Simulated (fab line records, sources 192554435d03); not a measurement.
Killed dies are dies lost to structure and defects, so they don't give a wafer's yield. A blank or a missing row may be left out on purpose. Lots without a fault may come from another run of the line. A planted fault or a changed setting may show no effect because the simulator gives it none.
A struck lot beside a sound one | flow n5_finfet | 14 steps out of a route of 1938
Sound: wafers L181.2, L181.4, L181.5. Struck: wafers L184.1, L184.4, L184.6. The cause comes at the end.
At each step with rows: each side's tool, then ch and its chambers, then its first start. Under that, the readings that differ: sound wafers | struck wafers | difference of the means | sigmas: that difference in standard deviations of wafers without a fault.
alike: readings whose means differ by less than 2 such deviations, and words and numbers that are the same on both sides. not compared: withheld readings, readings that some wafer has no value for, bounds like >300 that may hide the same value, and numbers for which the record gives no deviation and whose values overlap.
The two part at a step that has a row with sigmas, a row that says differs or no value, or rows on one side only. Numbers that don't overlap but have no deviation are shown without sigmas and don't part them. A reading that every wafer of one side lacks parts them only if that side has two wafers or more.

N5_BEOL_M0_SAQP_SPACER2_ALD_26: deposits SiO2, target thk 15 nm, pulse time 1 s, purge time 2 s.
  sound on ald_sin-03 ch 0,1,3, day 6 18:59; struck on ald_sin-01 ch 0,2,3, day 7 10:31
  alike: heater_power_w, precursor_pulse_height_rel
N5_BEOL_M0_SAQP_SPACER2_ETCHBACK_27: etches SiO2 in CHF3/O2, target depth 22.5 nm, time 11.25 s.
  sound on rie_diel-03 ch 0,2, day 6 19:32; struck on rie_diel-01 ch 2,3, day 7 11:10
  alike: drypump_motor_current_A, oes_product_au, rf_vpp_V, showerhead_plenum_p_Torr, throttle_valve_pct
  not compared: rf_hours_counter_h
N5_BEOL_M0_SAQP_MANDREL2_REMOVE_110: chemistry HBr/Cl2/O2, target a-Si, stops on SiCN, bt time 10 s.
  sound on rie_si-04 ch 0,1, day 6 19:38; struck on rie_si-01 ch 0,1,2, day 7 11:15
  reading               | sound             | struck            | difference | sigmas
  oes_product_au (a.u.) | 0.983 0.995 0.968 | 1.016 1.034 1.035 | +0.046     | +2
  alike: drypump_motor_current_A, throttle_valve_pct
  not compared: rf_hours_counter_h
N5_BEOL_M0_SAQP_CD_MEAS_29: target cd 14.4 nm.
  sound on cd_sem-02 ch 0, day 6 19:44; struck on cd_sem-02 ch 0, day 7 11:21
  alike: cd_nm
then, 8 steps without rows for these wafers: N5_BEOL_M0_SAQP_COAT_69 (time 60 s, resist thk 90 nm); N5_BEOL_M0_SAQP_COAT_72 (time 60 s, resist thk 15 nm); N5_BEOL_M0_SAQP_COAT_87 (time 60 s, resist thk 5 nm); N5_BEOL_M0_SAQP_COAT_34 (resist thk 30 nm); N5_BEOL_M0_SAQP_EBR_36; N5_BEOL_M0_SAQP_SOFTBAKE_35 (time 60 s); N5_BEOL_M0_SAQP_EXPOSE_37 (exposes mask M0 CUT1, target cd 30 nm); N5_BEOL_M0_SAQP_PEB_38 (peb time 60 s).
N5_BEOL_M0_SAQP_DEVELOP_39: develop time 30 s.
  sound on litho_track-02 ch 0, day 6 19:59; struck on litho_track-05, day 7 11:44
  no value came back on the struck wafers for chill_plate_temp_C (C), develop_time_s (s); on the sound wafers chill_plate_temp_C (C) reads 23.13 22.98 22.96
  reading                                           | sound          | struck       | difference | sigmas
  model.CAR-EUV_of_BEOL_M0_SAQP_COAT_34.thk_nm (nm) | 29.4 29.6 29.6 | 29.8 30 29.8 | +0.3       |
N5_BEOL_M0_SAQP_CD_MEAS_40: target cd 30 nm.
  sound on cd_sem-02 ch 0, day 6 20:03; struck on cd_sem-01 ch 0, day 7 11:47
  reading    | sound          | struck | difference                    | sigmas
  cd_nm (nm) | 30.2 30.3 30.4 | - - -  | no value on the struck wafers |

WHERE THEY PART
First at N5_BEOL_M0_SAQP_MANDREL2_REMOVE_110; last, within this record, at N5_BEOL_M0_SAQP_CD_MEAS_40.

WHY: what the simulator had put in
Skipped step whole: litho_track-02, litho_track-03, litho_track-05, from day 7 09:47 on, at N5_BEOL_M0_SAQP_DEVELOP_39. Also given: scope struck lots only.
